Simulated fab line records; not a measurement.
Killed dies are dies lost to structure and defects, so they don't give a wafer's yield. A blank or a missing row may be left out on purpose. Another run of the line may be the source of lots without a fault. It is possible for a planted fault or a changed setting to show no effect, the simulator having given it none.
fab line records | flow nandHarc
record: lots: 24 wafers: 72 lastDay: 34
route steps=1302 shown P_CONTACT@242 P_M0@264 P_M1@303
lots untouched by any fault: they come from a run of this same line in which no faults occurred
startH: hours from the record's opening day to when the first of the lot's shown wafers began | waitH: hours from the lot's prior step to this one | " the same as in the row above | L1.1+2: a single row standing in for several wafers | - no value, or no start given | * or withheld: withheld | < > ~ a bound
route shown NAME@n: NAME is a module with steps in the file, n the number in the route of the first one | usual: the fault-free wafers' mean and standard deviation | same: alike in all rows | chamber/n: place in a boat | sites: per-site readings | _std_site: their standard deviation | _edge_site: inner sites' mean taken away from outer sites' mean | radiusMm: how far each site lies from the wafer's centre | mask NAME#n: copy n | behind: tool/chamber where the wafer was last shaped | hold: cause of the lot's hold/its duration in hours/its outcome | device: which transistor (n, p or np) failed to switch | end of line: the route-end tests of the same wafers | step lacking rows: just its recipe | killed: dies lost to structure and defects at the first sort, not the wafer's yield | map: per-die view of a wafer (x killed, . not killed, _ where there is no die)
set.NAME: the setting the step ran with; set.NAME@STEP: the setting that earlier step ran with | model.NAME: the simulator's own value behind a step, which no gauge read
the route's steps for a sample of lots (tables are steps, rows are wafers)
services: from which hour (startH, from the record's first day; less than 0 if before it) a tool's chamber was out of use, for how many hours, and why
== steps ==
step: NHARC_P_CONTACT_STRIP_28
recipe: o2FlowSccm: 500 arFlowSccm: 0 biasW: 0 chemistry: O2
usual: drypumpMotorCurrentA: 5.6/0.38 oesProductAu: 1.001/0.012 rfVppV: 57.6/0.86 showerheadPlenumPTorr: 3.52/0.15 throttleValvePct: 17.038/0.0091
columns lot.wafer tool chamber startH waitH drypumpMotorCurrentA oesProductAu rfHoursCounterH rfVppV showerheadPlenumPTorr throttleValvePct
L074.1 rieDiel-08 0 119.04 0.1 5.7 1.015 5.4 58.8 3.39 17.039
L074.4 " 3 " " 5.5 0.991 6.3 58.4 3.78 17.052
L074.6 " 0 " " 5.7 1.017 - 57.2 3.39 17.029
L075.2 rieDiel-13 2 132.70 0.1 5.4 1.009 3.1 57.8 3.36 17.036
L075.5 " 3 " " 5.9 0.995 - 58.1 3.64 17.033
L075.6 " 0 " " 6.6 1.012 - 57.6 3.35 17.054
L076.1 rieDiel-04 1 136.25 0.1 5.7 1.006 3.5 57.3 3.45 17.038
L076.2 " 2 " " 5.8 1.009 3.6 57.2 3.45 17.026
L076.5 " 2 " " 5.7 1.012 - 57.8 3.45 17.036
L077.4 rieDiel-04 1 147.93 0.1 5.7 0.994 3.9 57.7 3.45 17.030
L077.6 " 3 " " 5.5 0.997 - 58.8 3.78 17.026
L077.5 " 0 " " 5.5 1.015 - 57.7 3.38 17.055
L078.3 rieDiel-08 0 163.32 0.1 5.7 1.021 7.8 59.3 3.39 17.034
L078.6 " 0 " " 5.7 1.002 - 55.9 3.39 17.031
L078.5 " 1 " " 5.1 0.982 - 57.4 3.41 17.040
L079.4 rieDiel-04 0 166.81 0.1 5.6 1.011 4.4 56.6 3.38 17.036
L079.2 " 3 " " 5.5 0.997 4.9 59.1 3.78 17.031
L079.5 " 0 " " 5.6 1.018 - 56.3 3.38 17.018
L080.4 rieDiel-08 2 185.31 0.1 5.1 1.008 10.2 57.1 3.56 17.037
L080.6 " 1 " " 5.1 0.987 - 57.9 3.41 17.047
L080.5 " 2 " " 5.1 1.002 - 57.8 3.56 17.031
L081.2 rieDiel-08 0 185.99 0.1 5.7 1.004 9.3 57.1 3.39 17.049
L081.6 " 3 " " 5.5 0.983 - 57.1 3.78 17.031
L081.5 " 0 " " 5.7 1.009 - 58.3 3.39 17.042
L082.4 rieDiel-04 3 204.92 0.1 5.5 1.017 0.2 57.9 3.78 17.034
L082.2 " 0 " " 5.5 1.001 0.2 58.5 3.38 17.034
L082.1 " 1 " " 5.7 1.002 0.2 57.4 3.45 17.045
L083.2 rieDiel-13 2 212.41 0.1 5.4 0.985 0.9 57.5 3.36 17.024
L083.3 " 0 " " 6.6 0.992 1.0 58.5 3.35 17.043
L083.1 " 1 " " 5.5 0.987 1.0 56.9 3.64 17.031
L084.2 rieDiel-08 0 224.96 0.1 5.7 1.020 1.4 56.8 3.39 17.039
L084.3 " 2 " " 5.1 1.009 1.4 58.8 3.56 17.021
L084.6 " 2 " " 5.1 1.006 - 57.6 3.56 17.032
L085.3 rieDiel-08 0 230.60 0.1 5.7 1.010 2.2 57.4 3.39 17.046
L085.1 " 2 " " 5.1 1.018 2.3 58.9 3.56 17.017
L085.4 " 3 " " 5.5 0.998 - 57.8 3.78 17.042
L086.1 rieDiel-08 1 231.51 0.1 5.1 0.988 0.7 57.7 3.41 17.036
L086.2 " 2 " " 5.1 1.011 2.3 57.9 3.56 17.037
L086.5 " 1 " " 5.1 0.988 - 58.8 3.41 17.042
L087.1 rieDiel-13 0 246.66 0.1 6.6 1.003 2.4 58.1 3.35 17.027
L087.5 " 1 " " 5.5 0.997 - 57.0 3.64 17.054
L087.6 " 2 " " 5.4 1.000 - 56.1 3.36 17.049
L089.2 rieDiel-08 0 271.32 0.1 5.7 1.018 4.1 57.9 3.39 17.034
L089.4 " 1 " " 5.1 0.997 2.7 57.2 3.41 17.045
L089.6 " 3 " " 5.5 0.989 - 57.4 3.78 17.028
L088.1 rieDiel-08 2 272.54 0.1 5.1 1.023 4.4 58.4 3.56 17.040
L088.5 " 3 " " 5.5 1.005 - 58.0 3.78 17.049
L088.6 " 0 " " 5.7 1.029 - 57.8 3.39 17.024
L090.1 rieDiel-08 1 286.00 0.1 5.0 1.002 3.1 58.3 3.41 17.049
L090.4 " 0 " " 5.7 1.012 4.6 57.2 3.39 17.026
L090.5 " 2 " " 5.1 1.013 - 56.6 3.56 17.051
L091.2 rieDiel-04 1 297.42 0.1 5.7 1.001 3.4 57.3 3.44 17.031
L091.1 " 2 " " 5.7 0.998 3.8 58.1 3.44 17.032
L091.3 " 0 " " 5.6 1.002 3.1 57.9 3.38 17.035
L092.4 rieDiel-04 1 298.27 0.1 5.7 1.015 3.4 57.8 3.44 17.026
L092.1 " 2 " " 5.7 1.007 3.9 56.3 3.44 17.032
L092.3 " 0 " " 5.6 1.005 3.2 58.4 3.38 17.032
L093.2 rieDiel-13 2 308.92 0.1 5.4 0.986 3.4 58.1 3.36 17.033
L093.1 " 0 " " 6.6 1.005 3.6 57.0 3.35 17.040
L093.4 " 2 " " 5.4 0.993 - 56.9 3.36 17.031
L094.2 rieDiel-04 2 314.15 0.1 5.8 1.004 4.4 58.8 3.44 17.050
L094.1 " 0 " " 5.5 1.005 3.8 57.5 3.38 17.046
L094.5 " 1 " " 5.7 1.002 - 55.1 3.44 17.026
L095.3 rieDiel-13 2 326.43 0.1 5.4 0.994 4.0 56.8 3.36 17.032
L095.4 " 0 " " 6.7 1.002 4.3 55.8 3.35 17.041
L095.6 " 3 " " 5.9 0.983 - 57.6 3.64 17.032
L096.2 rieDiel-13 3 341.85 0.1 5.9 0.998 4.5 56.9 3.64 17.033
L096.1 " 1 " " 5.5 0.994 4.0 57.7 3.64 17.042
L096.6 " 0 " " 6.6 0.990 - 57.2 3.35 17.042
L097.2 rieDiel-08 0 344.57 0.1 5.7 1.013 7.4 57.9 3.38 17.035
L097.6 " 1 " " 5.1 0.997 - 56.4 3.41 17.037
L097.5 " 2 " " 5.1 1.013 - 58.4 3.55 17.042
step: NHARC_P_CONTACT_ALD_22
recipe: targetThkA: 30 pulseTimeS: 1 aldCycles: 150 tempC: 450 material: TiN
usual: heaterPowerW: 1060/150 precursorPulseHeightRel: 1.001/0.019
columns lot.wafer tool chamber startH waitH heaterPowerW precursorPulseHeightRel
L074.1 aldMetal-03 0 119.93 - 1204 1.003
L074.4 " 2 " " 960 1.007
L074.6 " 0 " " 1221 1.013
L075.2 aldMetal-03 2 133.61 - 962 1.015
L075.6 " 3 " " 924 0.968
L075.5 " 0 " " 1197 0.998
L076.1 aldMetal-01 3 137.16 - 1114 1.003
L076.2 " 1 " " 888 1.013
L076.5 " 0 " " 963 0.991
L077.6 aldMetal-03 0 148.85 - 1252 1.009
L077.5 " 1 " " 1085 0.999
L077.4 " 2 " " 964 0.995
L078.3 aldMetal-03 1 164.27 - 1120 0.978
L078.5 " 0 " " 1259 0.955
L078.6 " 1 " " 1086 1.015
L079.4 aldMetal-01 3 167.69 - 1124 1.027
L079.2 " 0 " " 952 0.985
L079.5 " 3 " " 1122 1.005
L080.4 aldMetal-01 3 186.19 - 1097 0.979
L080.6 " 2 " " 920 1.027
L080.5 " 3 " " 1121 1.027
L081.2 aldMetal-03 3 186.92 - 908 1.001
L081.6 " 0 " " 1225 0.991
L081.5 " 1 " " 1102 1.001
L082.4 aldMetal-01 0 205.81 - 951 1.009
L082.2 " 1 " " 863 1.018
L082.1 " 2 " " 890 1.016
L083.3 aldMetal-02 3 213.29 - 1127 1.001
L083.1 " 0 " " 960 1.006
L083.2 " 2 " " 1362 1.039
L084.3 aldMetal-03 3 225.84 - 944 1.014
L084.2 " 1 " " 1086 1.037
L084.6 " 3 " " 934 0.974
L085.4 aldMetal-02 0 231.49 - 959 0.973
L085.1 " 1 " " 1191 1.017
L085.3 " 2 " " 1367 0.987
L086.2 aldMetal-01 2 232.41 - 908 1.023
L086.1 " 3 " " 1110 1.006
L086.5 " 2 " " 914 0.998
L087.1 aldMetal-01 2 247.51 - 915 0.985
L087.6 " 1 " " 881 1.007
L087.5 " 2 " " 907 1.002
L089.4 aldMetal-03 1 272.16 - 1084 1.019
L089.2 " 0 " " 1187 0.979
L089.6 " 2 " " 939 0.993
L088.1 aldMetal-02 0 273.37 - 905 0.979
L088.5 " 0 " " 950 1.006
L088.6 " 3 " " 1087 1.022
L090.1 aldMetal-01 0 286.87 - 958 0.991
L090.4 " 1 " " 857 1.020
L090.5 " 1 " " 856 0.976
L091.2 aldMetal-01 2 298.29 - 908 0.994
L091.3 " 3 " " 1109 1.016
L091.1 " 0 " " 968 1.005
L092.4 aldMetal-02 1 299.15 - 1404 0.974
L092.3 " 3 " " 1084 0.994
L092.1 " 0 " " 943 0.995
L093.4 aldMetal-03 3 309.83 - 945 0.994
L093.2 " 0 " " 1209 1.022
L093.1 " 1 " " 1092 1.005
L094.2 aldMetal-02 3 315.01 - 1088 1.017
L094.1 " 1 " " 1360 1.007
L094.5 " 0 " " 936 1.035
L095.4 aldMetal-02 0 327.33 - 925 1.010
L095.3 " 1 " " 1412 0.998
L095.6 " 3 " " 1077 0.971
L096.2 aldMetal-02 3 342.76 - 1093 1.020
L096.1 " 0 " " 939 1.008
L096.6 " 2 " " 1318 1.012
L097.2 aldMetal-03 2 345.43 - 929 0.996
L097.6 " 1 " " 1093 1.028
L097.5 " 2 " " 943 1.007
step: NHARC_P_M0_OVL_MEAS_10
recipe: pitchNm: 180
usual: overlayXNm: -0.1/0.83 overlayYNm: 0.3/0.81
columns lot.wafer tool chamber startH waitH overlayXNm overlayYNm
L074.1 overlay-01 - 122.04 - 1.5 1.0
L074.4 " - " " 1.5 1.2
L074.6 " - " " 1.0 1.7
L075.2 overlay-01 - 135.79 - -0.3 1.7
L075.5 " - " " -0.5 1.1
L075.6 " - " " -1.0 0.7
L076.1 overlay-02 - 139.41 - 0.1 -0.8
L076.2 " - " " -0.4 -0.9
L076.5 " - " " -0.2 -1.0
L077.4 overlay-01 - 151.08 - 0.5 -0.9
L077.5 " - " " 0.4 -0.9
L077.6 " - " " 0.6 -0.9
L078.3 overlay-01 - 166.43 - -0.3 0.5
L078.5 " - " " -0.2 0.4
L078.6 " - " " 0.4 0.5
L079.2 overlay-01 - 169.81 - -0.4 1.1
L079.4 " - " " -0.8 1.3
L079.5 " - " " -0.8 1.4
L080.4 overlay-01 - 188.28 - -0.7 0.0
L080.5 " - " " -0.5 0.3
L080.6 " - " " -0.4 0.6
L081.2 overlay-02 - 189.10 - -1.9 1.4
L081.5 " - " " -1.6 0.9
L081.6 " - " " -0.8 1.7
L082.1 overlay-01 - 208.05 - 0.0 0.1
L082.2 " - " " 0.8 0.0
L082.4 " - " " 0.5 0.3
L083.1 overlay-01 - 215.40 - 1.4 -0.8
L083.2 " - " " 1.9 -1.3
L083.3 " - " " 1.6 -1.3
L084.2 overlay-02 - 228.09 - 0.1 0.2
L084.3 " - " " 0.3 0.2
L084.6 " - " " -0.1 -0.6
L085.1 overlay-02 - 233.75 - -0.1 1.2
L085.3 " - " " -0.8 0.7
L085.4 " - " " -0.5 0.8
L086.1 overlay-01 - 234.63 - 1.1 0.8
L086.2 " - " " 1.3 0.9
L086.5 " - " " 1.7 0.8
L087.1 overlay-02 - 249.62 - -0.3 1.7
L087.5 " - " " 0.1 1.5
L087.6 " - " " -0.5 1.7
L089.2 overlay-01 - 274.39 - -0.3 0.5
L089.4 " - " " -0.1 0.8
L089.6 " - " " 0.2 0.4
L088.1 overlay-02 - 275.65 - -0.9 -0.1
L088.5 " - " " -0.9 0.3
L088.6 " - " " -0.9 0.5
L090.1 overlay-01 - 289.13 - 1.2 0.5
L090.4 " - " " 0.9 0.2
L090.5 " - " " 0.4 0.1
L091.1 overlay-01 - 300.41 - 0.4 0.4
L091.2 " - " " 0.7 -0.1
L091.3 " - " " 0.5 0.6
L092.1 overlay-02 - 301.40 - -0.6 0.9
L092.3 " - " " -0.3 0.8
L092.4 " - " " -0.7 0.6
L093.1 overlay-02 - 311.94 - -1.4 -0.3
L093.2 " - " " -1.7 -0.6
L093.4 " - " " -2.0 -0.1
L094.1 overlay-02 - 317.12 - -0.4 -0.2
L094.2 " - " " 0.2 0.2
L094.5 " - " " -0.2 -0.1
L095.3 overlay-01 - 329.56 - 0.3 0.3
L095.4 " - " " 0.2 -0.3
L095.6 " - " " -0.1 -0.6
L096.1 overlay-01 - 344.96 - -0.1 -0.3
L096.2 " - " " -0.1 -0.2
L096.6 " - " " -0.5 -0.5
L097.2 overlay-01 - 347.72 - -1.1 -0.2
L097.5 " - " " -0.7 -0.4
L097.6 " - " " -0.7 -0.4
step: NHARC_P_M1_ETCH_28
recipe: targetDepthA: 300 overEtchFrac: 0.3 timeS: 72.99 ionEnergyEv: 150 cf4FlowSccm: 50 n2FlowSccm: 100 arFlowSccm: 150 rfW: 300 biasW: 100 chemistry: CF4/N2
usual: drypumpMotorCurrentA: 5.7/0.48 oesProductAu: 1.001/0.0097 rfVppV: 313.8/1.8 showerheadPlenumPTorr: 2.61/0.1 throttleValvePct: 19.793/0.0091
columns lot.wafer tool chamber startH waitH drypumpMotorCurrentA oesProductAu rfHoursCounterH rfVppV showerheadPlenumPTorr throttleValvePct
L074.1 rieDiel-11 1 - - 5.1 1.019 2 318.1 2.81 19.787
L074.4 " 2 " " 5.4 0.992 2 314.1 2.60 19.781
L074.6 " 0 " " 4.8 0.999 - 315.9 2.69 19.798
L075.2 rieDiel-07 2 - - 6.0 1.006 3 311.9 2.51 19.786
L075.6 " 3 " " 6.3 1.000 - 314.2 2.69 19.805
L075.5 " 0 " " 5.8 0.994 - 312.9 2.53 19.798
L076.2 rieDiel-07 0 - - 5.8 0.993 7 313.3 2.53 19.772
L076.1 " 2 " " 5.9 1.013 5 311.1 2.51 19.786
L076.5 " 0 " " 5.8 0.988 - 314.3 2.53 19.810
L077.4 rieDiel-11 2 - - 5.5 0.989 3 314.2 2.60 19.807
L077.5 " 1 " " 5.2 1.017 - 317.2 2.81 19.800
L077.6 " 2 " " 5.4 0.987 - 313.4 2.60 19.802
L078.3 rieDiel-07 1 - - 5.8 0.980 17 314.5 2.66 19.809
L078.6 " 1 " " 5.8 0.992 - 315.2 2.66 19.790
L078.5 " 2 " " 5.9 1.008 - 311.0 2.50 19.786
L079.4 rieDiel-09 3 - - 5.6 1.011 2 313.3 2.48 19.795
L079.2 " 2 " " 6.0 0.997 2 312.9 2.58 19.791
L079.5 " 0 " " 6.4 1.003 - 312.9 2.54 19.778
L080.4 rieDiel-07 1 - - 5.8 0.985 21 314.7 2.66 19.773
L080.6 " 2 " " 6.0 1.000 - 313.1 2.50 19.790
L080.5 " 3 " " 6.3 1.005 - 316.0 2.68 19.786
L081.2 rieDiel-09 3 - - 5.6 1.005 4 311.6 2.48 19.783
L081.5 " 0 " " 6.4 0.994 - 314.1 2.54 19.784
L081.6 " 1 " " 6.1 1.002 - 314.9 2.66 19.791
L082.1 rieDiel-11 1 - - 5.2 1.007 6 316.4 2.81 19.799
L082.4 " 3 " " 6.1 1.009 7 311.6 2.47 19.790
L082.2 " 0 " " 4.8 0.988 7 316.0 2.68 19.801
L083.1 rieDiel-11 1 - - 5.1 1.008 7 317.0 2.81 19.794
L083.2 " 2 " " 5.5 0.999 7 314.3 2.60 19.786
L083.3 " 3 " " 6.2 1.019 8 311.7 2.47 19.803
L084.2 rieDiel-09 3 - - 5.6 1.007 8 311.9 2.47 19.797
L084.3 " 0 " " 6.4 1.010 8 313.1 2.54 19.791
L084.6 " 1 " " 6.1 0.996 - 315.1 2.66 19.806
L085.1 rieDiel-09 1 - - 6.1 0.996 8 314.3 2.66 19.818
L085.4 " 2 " " 6.1 0.977 8 313.6 2.58 19.789
L085.3 " 3 " " 5.5 0.995 8 310.9 2.47 19.794
L086.2 rieDiel-11 1 - - 5.2 1.010 7 317.5 2.81 19.788
L086.1 " 2 " " 5.4 0.990 8 314.8 2.60 19.788
L086.5 " 2 " " 5.4 0.993 - 313.4 2.60 19.794
L087.1 rieDiel-09 0 - - 6.4 1.001 9 313.5 2.54 19.791
L087.6 " 2 " " 6.1 0.987 - 313.2 2.58 19.802
L087.5 " 3 " " 5.5 1.010 - 311.8 2.47 19.806
L089.4 rieDiel-09 2 - - 6.1 0.993 12 312.2 2.58 19.792
L089.2 " 1 " " 6.1 0.995 11 314.5 2.66 19.805
L089.6 " 3 " " 5.5 1.002 - 311.5 2.47 19.793
L088.1 rieDiel-11 3 - - 6.2 1.012 1 311.2 2.47 19.793
L088.6 " 1 " " 5.2 1.005 - 316.8 2.81 19.794
L088.5 " 2 " " 5.4 0.987 - 314.0 2.60 19.806
L090.1 rieDiel-09 3 - - 5.5 0.998 13 311.2 2.47 19.797
L090.4 " 0 " " 6.4 1.003 12 312.6 2.54 19.800
L090.5 " 2 " " 6.1 0.985 - 312.8 2.58 19.796
L091.2 rieDiel-11 1 - - 5.2 1.013 2 317.4 2.81 19.794
L091.3 " 2 " " 5.4 0.983 2 315.3 2.60 19.786
L091.1 " 3 " " 6.2 1.012 1 310.8 2.47 19.792
L092.4 rieDiel-09 1 - - 6.1 1.002 14 315.2 2.66 19.808
L092.3 " 2 " " 6.1 0.988 14 314.3 2.58 19.793
L092.1 " 3 " " 5.5 1.001 14 311.3 2.47 19.783
L093.2 rieDiel-11 1 - - 5.1 1.004 3 317.4 2.80 19.787
L093.1 " 2 " " 5.4 0.994 3 312.6 2.60 19.791
L093.4 " 3 " " 6.2 1.010 3 311.1 2.47 19.787
L094.2 rieDiel-11 3 - - 6.2 1.002 3 311.6 2.47 19.796
L094.1 " 0 " " 4.8 1.020 3 314.6 2.68 19.802
L094.5 " 0 " " 4.8 0.996 - 314.8 2.68 19.802
L095.4 rieDiel-09 0 - - 6.4 1.011 0 314.5 2.54 19.790
L095.3 " 1 " " 6.1 0.996 0 316.5 2.66 19.795
L095.6 " 3 " " 5.5 0.998 - 311.1 2.47 19.783
L096.2 rieDiel-11 3 - - 6.2 1.008 6 312.3 2.47 19.795
L096.1 " 0 " " 4.8 1.008 4 315.0 2.68 19.792
L096.6 " 2 " " 5.4 1.006 - 315.3 2.60 19.807
L097.2 rieDiel-07 2 - - 5.9 1.001 15 312.5 2.48 19.789
L097.5 " 1 " " 5.8 0.988 - 313.0 2.64 19.778
L097.6 " 2 " " 5.9 1.003 - 312.2 2.48 19.787
step: NHARC_P_M1_PRE_CLEAN_30
recipe: timeS: 30 tempC: 280 gas: H2/He
usual: heaterPowerW: 410/40
columns lot.wafer tool chamber startH waitH heaterPowerW
L074.1 pvdSputter-02 - - - 448
L074.4 " - " " 428
L074.6 " - " " 453
L075.2 pvdSputter-03 - - - 387
L075.6 " - " " 355
L075.5 " - " " 414
L076.1 pvdSputter-02 - - - 440
L076.2 " - " " 433
L076.5 " - " " 428
L077.4 pvdSputter-03 - - - 388
L077.6 " - " " 448
L077.5 " - " " 354
L078.3 pvdSputter-01 - - - 408
L078.6 " - " " 454
L078.5 " - " " 401
L079.2 pvdSputter-02 - - - 429
L079.4 " - " " 438
L079.5 " - " " 416
L080.4 pvdSputter-02 - - - 445
L080.6 " - " " 424
L080.5 " - " " 384
L081.2 pvdSputter-01 - - - 467
L081.5 " - " " 460
L081.6 " - " " 405
L082.1 pvdSputter-01 - - - 344
L082.2 " - " " 413
L082.4 " - " " 332
L083.3 pvdSputter-02 - - - 436
L083.1 " - " " 390
L083.2 " - " " 432
L084.3 pvdSputter-03 - - - 345
L084.2 " - " " 445
L084.6 " - " " 423
L085.3 pvdSputter-02 - - - 412
L085.4 " - " " 461
L085.1 " - " " 425
L086.1 pvdSputter-03 - - - 388
L086.2 " - " " 422
L086.5 " - " " 436
L087.1 pvdSputter-03 - - - 394
L087.6 " - " " 411
L087.5 " - " " 397
L089.2 pvdSputter-01 - - - 422
L089.4 " - " " 337
L089.6 " - " " 459
L088.1 pvdSputter-02 - - - 395
L088.5 " - " " 438
L088.6 " - " " 396
L090.4 pvdSputter-03 - - - 427
L090.1 " - " " 349
L090.5 " - " " 423
L091.2 pvdSputter-02 - - - 402
L091.3 " - " " 417
L091.1 " - " " 433
L092.3 pvdSputter-01 - - - 467
L092.1 " - " " 420
L092.4 " - " " 317
L093.4 pvdSputter-02 - - - 444
L093.2 " - " " 428
L093.1 " - " " 402
L094.1 pvdSputter-01 - - - 318
L094.2 " - " " 455
L094.5 " - " " 309
L095.4 pvdSputter-02 - - - 423
L095.3 " - " " 406
L095.6 " - " " 416
L096.1 pvdSputter-01 - - - 313
L096.2 " - " " 463
L096.6 " - " " 431
L097.2 pvdSputter-02 - - - 426
L097.6 " - " " 444
L097.5 " - " " 425
step: NHARC_P_M1_ANNEAL_31
recipe: tempC: 225 timeS: 90
usual: wafer_temp_C_max: 226.2/0.51
columns lot.wafer tool chamber startH waitH wafer_temp_C_max
L074.1 rtpAnneal-01 0 128.27 0.3 225.6
L074.4 " 0 " " 225.8
L074.6 " 0 " " 225.9
L075.2 rtpAnneal-02 0 141.83 0.4 227.0
L075.5 " 0 " " 226.5
L075.6 " 0 " " 226.0
L076.1 rtpAnneal-02 0 145.34 0.3 226.5
L076.2 " 0 " " 226.9
L076.5 " 0 " " 226.5
L077.4 rtpAnneal-02 0 157.01 - 226.9
L077.5 " 0 " " 226.3
L077.6 " 0 " " 226.3
L078.3 rtpAnneal-01 0 172.51 0.3 225.2
L078.5 " 0 " " 225.5
L078.6 " 0 " " 225.6
L079.2 rtpAnneal-01 0 175.62 - 225.7
L079.4 " 0 " " 225.7
L079.5 " 0 " " 225.6
L080.4 rtpAnneal-02 0 194.26 0.4 226.3
L080.5 " 0 " " 227.0
L080.6 " 0 " " 226.3
L081.2 rtpAnneal-01 0 195.07 - 225.6
L081.5 " 0 " " 225.8
L081.6 " 0 " " 225.8
L082.1 rtpAnneal-02 0 213.84 - 226.3
L082.2 " 0 " " 226.8
L082.4 " 0 " " 226.4
L083.1 rtpAnneal-01 0 221.33 - 225.7
L083.2 " 0 " " 225.9
L083.3 " 0 " " 225.6
L084.2 rtpAnneal-02 0 234.21 - 226.3
L084.3 " 0 " " 227.1
L084.6 " 0 " " 226.0
L085.1 rtpAnneal-02 0 239.70 - 226.2
L085.3 " 0 " " 225.7
L085.4 " 0 " " 226.6
L086.1 rtpAnneal-01 0 240.65 - 225.8
L086.2 " 0 " " 225.8
L086.5 " 0 " " 225.9
L087.1 rtpAnneal-02 0 255.63 0.3 226.4
L087.5 " 0 " " 226.8
L087.6 " 0 " " 227.2
L089.2 rtpAnneal-01 0 280.51 - 225.2
L089.4 " 0 " " 225.7
L089.6 " 0 " " 225.4
L088.1 rtpAnneal-02 0 281.53 0.4 226.4
L088.5 " 0 " " 227.1
L088.6 " 0 " " 227.2
L090.1 rtpAnneal-01 0 294.93 0.3 225.4
L090.4 " 0 " " 225.4
L090.5 " 0 " " 225.6
L091.1 rtpAnneal-02 0 306.47 - 226.6
L091.2 " 0 " " 226.7
L091.3 " 0 " " 226.1
L092.1 rtpAnneal-02 0 307.30 - 226.8
L092.3 " 0 " " 226.9
L092.4 " 0 " " 226.2
L093.1 rtpAnneal-02 0 317.77 - 226.5
L093.2 " 0 " " 226.9
L093.4 " 0 " " 226.5
L094.1 rtpAnneal-01 0 323.20 0.3 225.9
L094.2 " 0 " " 225.5
L094.5 " 0 " " 225.8
L095.3 rtpAnneal-02 0 335.61 - 226.6
L095.4 " 0 " " 226.2
L095.6 " 0 " " 226.4
L096.1 rtpAnneal-02 0 350.89 0.3 226.6
L096.2 " 0 " " 226.6
L096.6 " 0 " " 226.6
L097.2 rtpAnneal-02 0 353.75 0.4 226.7
L097.5 " 0 " " 226.2
L097.6 " 0 " " 226.6
== services ==
columns tool chamber startH hours kind
pvdSputter-02 - 104.00 10.0 pm
rieDiel-11 - 124.35 1.2 repair
aldMetal-03 3 141.57 40.7 repair
rieDiel-09 - 143.10 9.0 pm
aldMetal-01 0 150.79 2.3 repair
rieDiel-08 2 187.91 11.6 repair
rieDiel-08 - 190.80 9.0 pm
rieDiel-11 1 195.20 5.8 repair
rieDiel-11 2 204.39 2.9 repair
rieDiel-11 0 204.61 4.7 repair
aldMetal-03 - 212.00 10.0 pm
rieDiel-08 1 219.25 12.2 repair
pvdSputter-02 - 228.53 0.8 repair
rieDiel-11 3 237.59 4.0 repair
rieDiel-11 - 255.50 9.0 pm
pvdSputter-02 - 282.00 10.0 pm
aldMetal-03 1 293.03 4.5 repair
rieDiel-09 1 306.42 6.5 repair
rieDiel-09 - 320.10 9.0 pm
rieDiel-11 0 322.30 8.7 repair
rieDiel-11 - 334.72 6.5 repair
aldMetal-03 3 340.95 8.9 repair
rieDiel-08 0 342.49 1.4 repair
rieDiel-11 - 348.91 0.4 repair
== key ==
fault none
